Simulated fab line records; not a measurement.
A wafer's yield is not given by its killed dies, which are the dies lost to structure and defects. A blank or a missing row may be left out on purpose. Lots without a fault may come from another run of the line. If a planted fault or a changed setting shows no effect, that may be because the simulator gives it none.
Which tool did it? :: flow n5Finfet :: 12 lots with 36 wafers sampled at 2 steps, on a route of 1938 steps

== WHAT EACH GAUGE READ, for each wafer ==
N5_BEOL_M9_OVL_MEAS_29.
lot: L075
measured: day 10 16:30
on: overlay-02
V8_OVL (nm): 0.9 -0.4 -0.6

lot: L079
measured: day 11 02:54
on: overlay-02
V8_OVL (nm): 0.9 -0.2 0.1

lot: L078
measured: day 11 10:59
on: overlay-02
V8_OVL (nm): 1.1 1.2 1.8

lot: L081
measured: day 12 01:18
on: overlay-02
V8_OVL (nm): -0.5 -0.3 0.0

lot: L083
measured: day 12 12:36
on: overlay-02
V8_OVL (nm): -0.2 0.7 1.0

lot: L088
measured: day 13 00:01
on: overlay-02
V8_OVL (nm): -0.4 0.3 -0.3

lot: L086
measured: day 13 07:14
on: overlay-02
V8_OVL (nm): -0.1 0.7 0.7

lot: L089
measured: day 14 01:38
on: overlay-02
V8_OVL (nm): 0.3 0.0 0.7

lot: L091
measured: day 14 19:56
on: overlay-01
V8_OVL (nm): 0.1 0.5 0.0

lot: L094
measured: day 15 02:47
on: overlay-02
V8_OVL (nm): 1.2 0.7 1.8

lot: L096
measured: day 15 07:15
on: overlay-01
V8_OVL (nm): 1.0 0.3 0.7

lot: L097
measured: day 16 04:08
on: overlay-01
V8_OVL (nm): -0.2 -0.3 -1.1

== WHICH TOOL RAN EACH LOT (tool, then ch and the chambers of the sampled wafers, then the start) ==
lot: L075
N5_BEOL_M9_HM_DEP_02: pvdSputter-01, day 10 12:54

lot: L079
N5_BEOL_M9_HM_DEP_02: pvdSputter-03, day 11 01:37

lot: L078
N5_BEOL_M9_HM_DEP_02: pvdSputter-03, day 11 09:04

lot: L081
N5_BEOL_M9_HM_DEP_02: pvdSputter-03, day 11 22:52

lot: L083
N5_BEOL_M9_HM_DEP_02: pvdSputter-01, day 12 08:35

lot: L088
N5_BEOL_M9_HM_DEP_02: pvdSputter-01, day 12 21:18

lot: L086
N5_BEOL_M9_HM_DEP_02: pvdSputter-03, day 13 04:18

lot: L089
N5_BEOL_M9_HM_DEP_02: pvdSputter-03, day 13 23:32

lot: L091
N5_BEOL_M9_HM_DEP_02: pvdSputter-02, day 14 18:17

lot: L094
N5_BEOL_M9_HM_DEP_02: pvdSputter-02, day 15 00:17

lot: L096
N5_BEOL_M9_HM_DEP_02: pvdSputter-03, day 15 03:44

lot: L097
N5_BEOL_M9_HM_DEP_02: pvdSputter-02, day 16 01:44
- N5_BEOL_M9_HM_DEP_02: deposits TiN, target thk 20 nm.

== THE ANSWER, worked out from the rows above alone ==
Rule: the lots themselves supply what counts as usual. Put in order of their means at a reading, lots are off if they are a third of the lots or fewer, leave a main group of 4 or more, and stand apart from it by a gap of 3 or more times the standard deviation of the main group's means; of several such gaps the widest counts. The tables above print the reading to a certain number of digits; a main group whose means all agree to those digits is not used. A lot without any number at a reading at which 4 lots or more have one is off too. Any other lot the step has rows for is counted as sound.
Nothing can be told from this: no lot is off at any reading shown.

== WHAT THE SIMULATOR HAD INSERTED ==
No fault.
